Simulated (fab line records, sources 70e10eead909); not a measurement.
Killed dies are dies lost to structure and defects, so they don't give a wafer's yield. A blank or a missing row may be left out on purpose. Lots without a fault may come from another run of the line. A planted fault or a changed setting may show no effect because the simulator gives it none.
Chamber matching | flow nand_harc | NHARC_A_CHANNEL_FILL_D1_ALD_14 on ald_hk-04: 4 sister chambers
The step deposits SiO2, target thk 2.5 nm, pulse time 10 s, ald cycles 25. 8 wafers are shown with their chamber, then 7 later ones without.

WAFERS WITH THEIR CHAMBER
wafer  | chamber | heater_power_w (W) | precursor_pulse_height_rel
L081.5 | 2       | 466                | 0.986
L080.1 | 0       | 454                | 0.989
L080.5 | 2       | 461                | 0.982
L082.1 | 3       | 459                | 1.004
L082.2 | 0       | 464                | 1.013
L082.5 | 1       | 456                | 0.977
L083.1 | 1       | 459                | 0.975
L083.2 | 3       | 448                | 1.002

WAFERS WITHOUT THEIR CHAMBER
wafer  | heater_power_w (W) | precursor_pulse_height_rel
L083.5 | 460                | 0.995
L091.1 | 469                | 1.028
L091.2 | 454                | 1.013
L091.3 | 455                | 0.973
L093.1 | 458                | 0.978
L093.3 | 480                | 0.990
L093.6 | 465                | 1.007

WHICH CHAMBER EACH WENT THROUGH
wafer  | from the rows above               | in truth
L083.5 | can't be placed: 0 or 2 or 3 or 1 | 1
L091.1 | can't be placed: 0 or 3 or 2      | 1
L091.2 | can't be placed: 3 or 0           | 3
L091.3 | can't be placed: 1 or 2           | 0
L093.1 | can't be placed: 1 or 2           | 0
L093.3 | can't be placed: 2 or 0 or 1 or 3 | 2
L093.6 | can't be placed: 0 or 3 or 2      | 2
Placed correctly: 0 of 7. Can't be placed from these rows: 7 (the true chamber is among the candidates in 4). Placed wrongly: 0.
How it was worked out, from the rows above alone: a wafer's distance from a chamber is the root of the sum, over the readings, of the square of ((its reading less the chamber's mean) divided by the reading's scatter). The wafer belongs to the nearest chamber; if the next one is less than 2 further off, it can't be placed. A chamber's mean is the mean of its shown wafers. The scatter: the root of (the sum of the squares of (reading less its chamber's mean) over the shown wafers, divided by (wafers less chambers)).
